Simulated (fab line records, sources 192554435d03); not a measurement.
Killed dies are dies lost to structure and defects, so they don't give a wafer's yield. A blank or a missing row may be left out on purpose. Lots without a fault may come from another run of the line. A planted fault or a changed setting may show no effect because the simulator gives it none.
fab line records | flow n5_finfet
record lots=5 wafers=15 last_day=20
route steps=1938 shown FIN_CUT@166 BEOL_M4@1111 PASSIVATION@1936
lots that met no fault: from a run of the same line without faults
start_h: hours from the record's first day to the start of the lot's first wafer shown | wait_h: hours since the lot's step before | " the same as in the row above | L1.1+2: a row that stands for several wafers | - no value, or no start given | * or withheld: withheld | < > ~ a bound
route shown NAME@n: a module of which the file shows steps, and the number in the route of the first | usual: mean/standard deviation of fault-free wafers | same: alike in all rows | chamber/n: place in a boat | sites: the reading at each site | _std_site: their standard deviation | _edge_site: outer sites' mean less inner sites' | radius_mm: how far each site lies from the wafer's centre | mask NAME#n: copy n | behind: the tool/chamber that last shaped the wafer | hold: why the lot was held/for how many hours/how that ended | device: the transistor (n, p or np) that didn't switch | end of line: the same wafers' tests at the end of the route | a step without rows: its recipe alone | killed: dies lost to structure and defects at the first sort, not the wafer's yield | map: a wafer's dies, x killed, . not, _ none there
set.NAME: the setting as run; set.NAME@STEP: as run at that earlier step | model.NAME: the simulator's own value behind a step, which no gauge read
lots at some steps of the route; a table a step, a row a wafer
services: from which hour (start_h, from the record's first day; less than 0 if before it) a tool's chamber was out of use, for how many hours, and why
## steps
# step N5_FIN_CUT_DESCUM_13
# recipe chemistry=O2 time_s=7 source_power_w=50 bias_power_w=20 pressure_mtorr=20 rf_frequency_hz=2.712e+07 temp_c=40 resist=CAR-EUV o2_flow_sccm=225
# step N5_FIN_CUT_ETCH_30
# recipe chemistry=N2/H2 target=underlayer target_depth_a=130 mask_material=CAR-EUV time_s=10.4 ion_energy_ev=200 pressure_mtorr=30 source_w=840 bias_w=150 n2_flow_sccm=200 h2_flow_sccm=200 ends=cleared
# step N5_FIN_CUT_ETCH_20
# recipe chemistry=CF4 target=SiARC target_depth_a=260 mask_material=CAR-EUV time_s=43.3 ion_energy_ev=80 pressure_mtorr=40 source_w=545 bias_w=36 Ar_flow_sccm=100 cf4_flow_sccm=100 ends=cleared
# step N5_FIN_CUT_ETCH_21
# recipe chemistry=N2/H2 target=SOC target_depth_a=2190 overetch_a=438 mask_material=SiARC temp_c=40 ion_energy_ev=100 bias_w=61 time_s=523.5 pressure_mtorr=30 source_w=850 n2_flow_sccm=200 h2_flow_sccm=200
# step N5_FIN_CUT_STRIP_23
# recipe chemistry=N2/H2 temp_c=40 n2_flow_sccm=200 h2_flow_sccm=200 rf_frequency_hz=6e+07
# step N5_FIN_CUT_STRIP_31
# recipe chemistry=N2/H2 temp_c=40 n2_flow_sccm=200 h2_flow_sccm=200 rf_frequency_hz=6e+07
# step N5_FIN_CUT_STRIP_24
# recipe chemistry=CF4 resist=SiARC power_w=300 bias_power_w=75 pressure_mtorr=50 cf4_flow_sccm=150 rf_frequency_hz=6e+07
# step N5_FIN_CUT_CUT_ETCH_26
# recipe chemistry=CH3F/O2 target=SiNx target_depth_a=390 mask_material=SOC time_s=55.7 pressure_mtorr=30 source_w=395 bias_w=73 Ar_flow_sccm=150 CH3F_flow_sccm=30 O2_flow_sccm=20 ion_energy_ev=120
# step N5_FIN_CUT_CUT_ETCH_27
# recipe chemistry=CHF3/O2 target=SiO2 target_depth_a=40 mask_material=SOC overetch_a=20 time_s=4.9 pressure_mtorr=30 source_w=650 bias_w=170 Ar_flow_sccm=200 CHF3_flow_sccm=50 O2_flow_sccm=5 ion_energy_ev=200
# step N5_FIN_CUT_PRECLEAN_35
# recipe time_s=13.3 temp_c=45 pressure_torr=125 p_hf_torr=3 p_coreactant_torr=25 chemistry=vHF
# step N5_FIN_CUT_CUT_ETCH_15
# recipe chemistry=HBr/Cl2/O2 target=Si target_depth_a=1000 bt_time_s=10 mask_material=SOC time_s=42.4 ion_energy_ev=* bias_w=* pressure_mtorr=10 icp_w=800 HBr_flow_sccm=150 Cl2_flow_sccm=80 O2_flow_sccm=12
# usual HBr_flow_sccm=150.0/0.41 O2_flow_sccm=12.00/0.037 drypump_motor_current_A=5.7/0.44 mfc_cl2_sccm=80.03/0.23 oes_product_au=0.990/0.014 throttle_valve_pct=37.2/0.32
# columns lot.wafer tool chamber start_h wait_h HBr_flow_sccm O2_flow_sccm drypump_motor_current_A mfc_cl2_sccm oes_product_au rf_hours_counter_h throttle_valve_pct model.SOC_of_FIN_CUT_COAT_18.thk_nm
L218.1 rie_si-05 3 39.60 0.1 150.3 11.97 5.0 79.93 0.993 7 37.8 171.8
L218.3 " 1 " " 149.6 12.06 5.9 80.27 0.991 50 37.5 170.8
L218.6 " 2 " " 149.8 12.11 5.1 79.94 0.993 - 37.0 173.8
L228.1 rie_si-05 1 101.84 0.1 - - - - - - - 208.2
L228.3 " 3 " " - - - - - - - 206.2
L228.5 " 3 " " - - - - - - - 207.6
L229.3 rie_si-05 3 106.36 0.0 - - - - - - - 208.6
L229.5 " 3 " " - - - - - - - 208.8
L229.6 " 0 " " - - - - - - - 208
L230.3 rie_si-04 3 111.11 0.0 - - - - - - - 209.2
L230.4 " 2 " " - - - - - - - 208
L230.5 " 3 " " - - - - - - - 208.6
L237.1 rie_si-05 3 153.13 0.1 149.6 12.01 5.0 79.80 0.991 9 37.8 170.6
L237.3 " 2 " " 150.7 11.93 5.1 79.95 0.990 93 36.9 172
L237.6 " 3 " " 149.7 12.01 5.0 79.49 0.986 - 37.8 171.8
# step N5_FIN_CUT_CUT_ETCH_28
# recipe chemistry=HBr/Cl2/O2 target=Si target_depth_a=60 mask_material=SOC time_s=2.4 ion_energy_ev=* bias_w=* pressure_mtorr=10 icp_w=800 HBr_flow_sccm=150 Cl2_flow_sccm=80 O2_flow_sccm=12
# usual HBr_flow_sccm=150.0/0.45 O2_flow_sccm=12.00/0.032 drypump_motor_current_A=5.7/0.44 mfc_cl2_sccm=80.00/0.23 oes_product_au=0.991/0.014 throttle_valve_pct=37.2/0.32
# columns lot.wafer tool chamber start_h wait_h HBr_flow_sccm O2_flow_sccm drypump_motor_current_A mfc_cl2_sccm oes_product_au rf_hours_counter_h throttle_valve_pct model.SOC_of_FIN_CUT_COAT_18.thk_nm
L218.1 rie_si-05 3 39.65 0.0 151.3 11.99 5.1 80.11 0.990 7 37.8 170.2
L218.3 " 1 " " 150.3 12.05 5.9 80.40 0.991 50 37.5 169.2
L218.6 " 2 " " 149.9 12.03 5.1 80.13 0.985 - 36.9 172
L228.1 rie_si-05 1 101.89 0.0 150.3 11.97 5.9 79.58 0.978 51 37.5 206.4
L228.3 " 3 " " 150.3 12.01 5.1 79.89 0.981 8 37.8 204.6
L228.5 " 3 " " 150.1 12.01 5.1 79.84 0.987 - 37.8 206
L229.3 rie_si-05 3 106.41 0.0 149.7 12.00 5.1 80.14 0.978 8 37.8 207
L229.5 " 3 " " 149.5 12.00 5.0 79.95 0.985 - 37.8 207.2
L229.6 " 0 " " 150.2 12.01 6.3 79.95 0.990 - 36.9 206.2
L230.3 rie_si-04 3 111.16 0.0 150.4 11.99 5.9 79.71 0.987 175 37.0 207.4
L230.4 " 2 " " 150.0 12.03 5.9 79.91 1.008 119 37.3 206.2
L230.5 " 3 " " 150.7 12.02 5.9 79.89 0.990 - 37.0 206.8
L237.1 rie_si-05 3 153.18 0.0 150.1 12.02 5.0 79.96 0.981 9 37.8 168.8
L237.3 " 2 " " 150.8 12.00 5.1 79.70 0.989 93 36.9 170.4
L237.6 " 3 " " 150.3 12.02 5.1 79.88 0.983 - 37.8 170
# step N5_FIN_CUT_STRIP_22
# recipe chemistry=N2/H2 power_w=500 temp_c=40 pressure_mtorr=50 rf_frequency_hz=6e+07 overash_fraction=0.3 bias_power_w=8 h2_frac=0.5 n2_flow_sccm=300 h2_flow_sccm=300
# step N5_BEOL_M4_RC_MEAS_101
# usual DIBL_N=36.5/2.1 DIBL_P=36.6/2.6 IOFF_N=0.17/0.044 IOFF_P=0.21/0.048 ION_N=674/17 ION_P=462/9.5 SS_N=71.6/0.77 SS_P=73.5/0.72 VT_N=250/4.2 VT_P=-250/3.9
# columns lot.wafer tool chamber start_h wait_h DIBL_N[mV/V] DIBL_P[mV/V] IOFF_N[nA/um] IOFF_P[nA/um] ION_N[uA/um] ION_P[uA/um] SS_N[mV/dec] SS_P[mV/dec] VT_N[mV] VT_P[mV]
L218.1 prober-02 0 223.94 0.0 33.7 33.7 0.12 0.17 661 458 70.5 73.0 251 -253
L218.3 " 0 " " 36.6 36.6 0.16 0.19 674 457 71.5 73.0 252 -251
L218.6 " 0 " " 35.1 34.1 0.13 0.16 654 447 71.1 72.8 253 -253
L237.1 prober-02 0 345.98 0.0 38.3 40.5 0.25 0.38 690 478 72.9 74.8 242 -240
L237.3 " 0 " " 35.2 33.6 0.15 0.20 658 449 72.6 72.4 251 -249
L237.6 " 0 " " 37.8 39.6 0.23 0.31 710 485 72.4 74.4 244 -243
# step N5_PASSIVATION_PROBE_49
# usual killed_at_M0_to_M3=36/10 killed_at_M4_up=14/5.2 killed_at_contacts=12/6 killed_at_front_end=37/10 killed_at_other=4/3.3 killed_dies=104/18 killed_on_rim=14/4.1 killed_open=68/14 killed_short=34/7.4
# same gross_dies=1180 killed_at_back_side=0
# columns lot.wafer tool chamber start_h wait_h killed_at_M0_to_M3 killed_at_M4_up killed_at_contacts killed_at_front_end killed_at_other killed_dies killed_on_rim killed_open killed_short
L230.3 prober-01 - 400.61 0.1 38 11 9 1121 1 1180 152 66 32
L230.4 prober-01 - 400.66 0.2 34 24 16 1102 4 1180 152 79 46
L230.5 prober-01 - 400.71 0.2 33 15 16 1116 0 1180 152 72 36
L229.3 prober-01 - 401.30 0.1 30 15 14 1116 5 1180 152 76 35
L229.5 prober-01 - 401.40 0.2 30 15 15 1111 9 1180 152 71 35
L229.6 prober-01 - 401.45 0.3 36 13 17 1108 6 1180 152 67 29
L228.1 prober-02 - 419.59 0.0 40 9 15 1115 1 1180 152 65 39
L228.3 prober-02 - 419.69 0.1 26 9 28 1109 8 1180 152 66 34
L228.5 prober-02 - 419.79 0.2 46 17 23 1088 6 1180 152 70 55
L237.3 prober-02 - 488.76 0.1 35 7 27 16 2 87 9 65 21
L237.6 prober-02 - 488.91 0.3 55 11 9 43 13 131 20 74 47
# killed by level:class
L230.3 FIN_CUT:area_etch=1081 STI_FIN_REVEAL:geometric_particle:open=15 BEOL_M0_SAQP:geometric_particle:open=14 MOL_CONTACT_COAG:geometric_particle:open=9 BEOL_M0_SAQP:geometric_particle:short=9 BEOL_M2:geometric_particle:open=6 ILD0:geometric_particle:short=5 FIN_SAQP:geometric_particle:short=4
L230.4 FIN_CUT:area_etch=1055 FIN_SAQP:geometric_particle:open=16 BEOL_M0_SAQP:geometric_particle:short=12 MOL_CONTACT_COAG:geometric_particle:open=12 BEOL_M0_SAQP:geometric_particle:open=11 BEOL_M4:geometric_particle:open=11 FIN_SAQP:geometric_particle:short=7 STI_FIN_REVEAL:geometric_particle:open=6
L230.5 FIN_CUT:area_etch=1070 MOL_CONTACT_COAG:geometric_particle:open=13 BEOL_M0_SAQP:geometric_particle:open=10 STI_FIN_REVEAL:geometric_particle:open=9 GATE_CUT:geometric_particle:short=8 BEOL_M0_SAQP:geometric_particle:short=7 FIN_SAQP:geometric_particle:open=6 BEOL_M1:geometric_particle:open=6
L229.3 FIN_CUT:area_etch=1068 BEOL_M0_SAQP:geometric_particle:open=15 MOL_CONTACT_COAG:geometric_particle:open=12 FIN_SAQP:geometric_particle:open=11 FIN_SAQP:geometric_particle:short=11 BEOL_M4:geometric_particle:open=8 STI_FIN_REVEAL:geometric_particle:open=8 BEOL_M0_SAQP:geometric_particle:short=8
L229.5 FIN_CUT:area_etch=1070 MOL_CONTACT_COAG:geometric_particle:open=12 STI_FIN_REVEAL:geometric_particle:open=10 BEOL_M0_SAQP:geometric_particle:short=9 FIN_SAQP:geometric_particle:open=8 BEOL_M0_SAQP:geometric_particle:open=8 FIN_SAQP:geometric_particle:short=5 STI_FIN_REVEAL:geometric_particle:short=5
L229.6 FIN_CUT:area_etch=1083 MOL_CONTACT_COAG:geometric_particle:open=16 BEOL_M0_SAQP:geometric_particle:short=12 BEOL_M0_SAQP:geometric_particle:open=12 BEOL_M4:geometric_particle:open=9 BEOL_M3:geometric_particle:open=8 GATE_CUT:geometric_particle:short=4 STI_FIN_REVEAL:geometric_particle:open=3
L228.1 FIN_CUT:area_etch=1074 BEOL_M0_SAQP:geometric_particle:short=13 FIN_SAQP:geometric_particle:open=10 MOL_CONTACT_COAG:geometric_particle:open=10 BEOL_M0_SAQP:geometric_particle:open=8 FIN_SAQP:geometric_particle:short=5 MOL_CONTACT_COAG:geometric_particle:short=5 BEOL_M2:geometric_particle:open=5
L228.3 FIN_CUT:area_etch=1078 MOL_CONTACT_COAG:geometric_particle:open=23 BEOL_M3:geometric_particle:short=7 STI_FIN_REVEAL:geometric_particle:open=6 BEOL_M2:geometric_particle:open=6 DUMMY_GATE:geometric_particle:open=5 MOL_CONTACT_COAG:geometric_particle:short=5 BEOL_M4:geometric_particle:open=4
L228.5 FIN_CUT:area_etch=1055 BEOL_M0_SAQP:geometric_particle:open=16 MOL_CONTACT_COAG:geometric_particle:open=15 BEOL_M0_SAQP:geometric_particle:short=12 MOL_CONTACT_COAG:geometric_particle:short=8 BEOL_M3:geometric_particle:open=7 GATE_CUT:geometric_particle:short=5 BEOL_M5:geometric_particle:short=5
L237.3 MOL_CONTACT_COAG:geometric_particle:open=22 BEOL_M2:geometric_particle:open=7 FIN_SAQP:geometric_particle:open=6 BEOL_M1:geometric_particle:open=6 BEOL_M0_SAQP:geometric_particle:open=6 STI_FIN_REVEAL:geometric_particle:open=5 MOL_CONTACT_COAG:geometric_particle:short=5 BEOL_M0_SAQP:geometric_particle:short=5
L237.6 BEOL_M0_SAQP:geometric_particle:open=16 BEOL_M0_SAQP:geometric_particle:short=15 FIN_SAQP:geometric_particle:short=14 FIN_SAQP:geometric_particle:open=12 PASSIVATION:area_etch=8 DUMMY_GATE:geometric_particle:open=6 MOL_CONTACT_COAG:geometric_particle:open=6 BEOL_M3:geometric_particle:open=6
# map L228.1 (x killed, . not)
_________________xxxxxxxxxxxx________________
______________xxxxxxxxxxxxxxxxxx_____________
___________xxxxxxxxxxxxxxxxxxxxxxxx__________
__________xxxxxxxxxxxxxxxxxxxxxxxxxx_________
________xxxxxxxxxxxxxxxxxxxxxxxxxxxxxx_______
_______xxxxxxxxxxxxxxxxxxxxxxxxxxxxxxxx______
______xxxxxxxxxxxxxxxxxxxxxxxxxxxxxxxxxx_____
_____xxxxxxxxxxxxxxxxxxxxxxxxxxxxxxxxxxxx____
____xxxxxxxxxxxxxxxxxxxxxxxxxxxxxxxxxxxxxx___
___xxxxxxxxxxxxxxxxxxxxxxxxxxxxxxxxxxxxxxxx__
___xxxxxxxxxxxxxxxxxxxxxxxxxxxxxxxxxxxxxxxx__
__xxxxxxxxxxxxxxxxxxxxxxxxxxxxxxxxxxxxxxxxxx_
__xxxxxxxxxxxxxxxxxxxxxxxxxxxxxxxxxxxxxxxxxx_
_xxxxxxxxxxxxxxxxxxxxxxxxxxxxxxxxxxxxxxxxxxxx
_xxxxxxxxxxxxxxxxxxxxxxxxxxxxxxxxxxxxxxxxxxxx
_xxxxxxxxxxxxxxxxxxxxxxxxxxxxxxxxxxxxxxxxxxxx
_xxxxxxxxxxxxxxxxxxxxxxxxxxxxxxxxxxxxxxxxxxxx
_xxxxxxxxxxxxxxxxxxxxxxxxxxxxxxxxxxxxxxxxxxxx
_xxxxxxxxxxxxxxxxxxxxxxxxxxxxxxxxxxxxxxxxxxxx
_xxxxxxxxxxxxxxxxxxxxxxxxxxxxxxxxxxxxxxxxxxxx
_xxxxxxxxxxxxxxxxxxxxxxxxxxxxxxxxxxxxxxxxxxxx
__xxxxxxxxxxxxxxxxxxxxxxxxxxxxxxxxxxxxxxxxxx_
__xxxxxxxxxxxxxxxxxxxxxxxxxxxxxxxxxxxxxxxxxx_
___xxxxxxxxxxxxxxxxxxxxxxxxxxxxxxxxxxxxxxxx__
___xxxxxxxxxxxxxxxxxxxxxxxxxxxxxxxxxxxxxxxx__
____xxxxxxxxxxxxxxxxxxxxxxxxxxxxxxxxxxxxxx___
_____xxxxxxxxxxxxxxxxxxxxxxxxxxxxxxxxxxxx____
______xxxxxxxxxxxxxxxxxxxxxxxxxxxxxxxxxx_____
_______xxxxxxxxxxxxxxxxxxxxxxxxxxxxxxxx______
________xxxxxxxxxxxxxxxxxxxxxxxxxxxxxx_______
__________xxxxxxxxxxxxxxxxxxxxxxxxxx_________
___________xxxxxxxxxxxxxxxxxxxxxxxx__________
______________xxxxxxxxxxxxxxxxxx_____________
_________________xxxxxxxxxxxx________________
# map L229.3 (x killed, . not)
_________________xxxxxxxxxxxx________________
______________xxxxxxxxxxxxxxxxxx_____________
___________xxxxxxxxxxxxxxxxxxxxxxxx__________
__________xxxxxxxxxxxxxxxxxxxxxxxxxx_________
________xxxxxxxxxxxxxxxxxxxxxxxxxxxxxx_______
_______xxxxxxxxxxxxxxxxxxxxxxxxxxxxxxxx______
______xxxxxxxxxxxxxxxxxxxxxxxxxxxxxxxxxx_____
_____xxxxxxxxxxxxxxxxxxxxxxxxxxxxxxxxxxxx____
____xxxxxxxxxxxxxxxxxxxxxxxxxxxxxxxxxxxxxx___
___xxxxxxxxxxxxxxxxxxxxxxxxxxxxxxxxxxxxxxxx__
___xxxxxxxxxxxxxxxxxxxxxxxxxxxxxxxxxxxxxxxx__
__xxxxxxxxxxxxxxxxxxxxxxxxxxxxxxxxxxxxxxxxxx_
__xxxxxxxxxxxxxxxxxxxxxxxxxxxxxxxxxxxxxxxxxx_
_xxxxxxxxxxxxxxxxxxxxxxxxxxxxxxxxxxxxxxxxxxxx
_xxxxxxxxxxxxxxxxxxxxxxxxxxxxxxxxxxxxxxxxxxxx
_xxxxxxxxxxxxxxxxxxxxxxxxxxxxxxxxxxxxxxxxxxxx
_xxxxxxxxxxxxxxxxxxxxxxxxxxxxxxxxxxxxxxxxxxxx
_xxxxxxxxxxxxxxxxxxxxxxxxxxxxxxxxxxxxxxxxxxxx
_xxxxxxxxxxxxxxxxxxxxxxxxxxxxxxxxxxxxxxxxxxxx
_xxxxxxxxxxxxxxxxxxxxxxxxxxxxxxxxxxxxxxxxxxxx
_xxxxxxxxxxxxxxxxxxxxxxxxxxxxxxxxxxxxxxxxxxxx
__xxxxxxxxxxxxxxxxxxxxxxxxxxxxxxxxxxxxxxxxxx_
__xxxxxxxxxxxxxxxxxxxxxxxxxxxxxxxxxxxxxxxxxx_
___xxxxxxxxxxxxxxxxxxxxxxxxxxxxxxxxxxxxxxxx__
___xxxxxxxxxxxxxxxxxxxxxxxxxxxxxxxxxxxxxxxx__
____xxxxxxxxxxxxxxxxxxxxxxxxxxxxxxxxxxxxxx___
_____xxxxxxxxxxxxxxxxxxxxxxxxxxxxxxxxxxxx____
______xxxxxxxxxxxxxxxxxxxxxxxxxxxxxxxxxx_____
_______xxxxxxxxxxxxxxxxxxxxxxxxxxxxxxxx______
________xxxxxxxxxxxxxxxxxxxxxxxxxxxxxx_______
__________xxxxxxxxxxxxxxxxxxxxxxxxxx_________
___________xxxxxxxxxxxxxxxxxxxxxxxx__________
______________xxxxxxxxxxxxxxxxxx_____________
_________________xxxxxxxxxxxx________________
## services
# columns tool chamber start_h hours kind
rie_si-05 - 90.61 0.2 repair
rie_si-05 - 114.55 0.3 repair
rie_si-05 3 124.57 9.0 repair
## key
first_sign step=N5_FIN_CUT_CUT_ETCH_15 reading=tool_record direction=missing
effect step=N5_PASSIVATION_PROBE_49 reading=killed_at_front_end direction=up sigmas=99+ usual=37 struck=1110
model_effect step=N5_FIN_CUT_CUT_ETCH_15 value=SOC_of_FIN_CUT_COAT_18.thk_nm without=171.2 struck=208.1
model_effect step=N5_FIN_CUT_CUT_ETCH_28 value=SOC_of_FIN_CUT_COAT_18.thk_nm without=169.5 struck=206.4
more_kills_born_at N5_FIN_CUT_CUT_ETCH_15@rie_si-05=6428 N5_FIN_CUT_CUT_ETCH_15@rie_si-04=3206
met_at N5_FIN_CUT_CUT_ETCH_15
struck_wafers L228.1,L228.3,L228.5,L229.3,L229.5,L229.6,L230.3,L230.4,L230.5
later_rows_left_out L228.1,L228.3,L228.5,L229.3,L229.5,L229.6,L230.3,L230.4,L230.5
tester_left_out L228,L229,L230
onset_between 39.60 101.84
fault kind=skipped_step_whole tool=rie_si-04,rie_si-05 chamber=- onset_h=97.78 steps=N5_FIN_CUT_CUT_ETCH_15 scope=struck_lots_only
# tester_left_out: of these lots the tester's yield and bins aren't shown, on N5 and GAA mostly nor the transistor test; their killed dies are dies lost to structure and defects alone, not to doping, threshold or leakage, so they don't give the yield
# later_rows_left_out: the simulator's readings of these wafers behind a module that went badly wrong aren't trusted and aren't shown, but for the sort
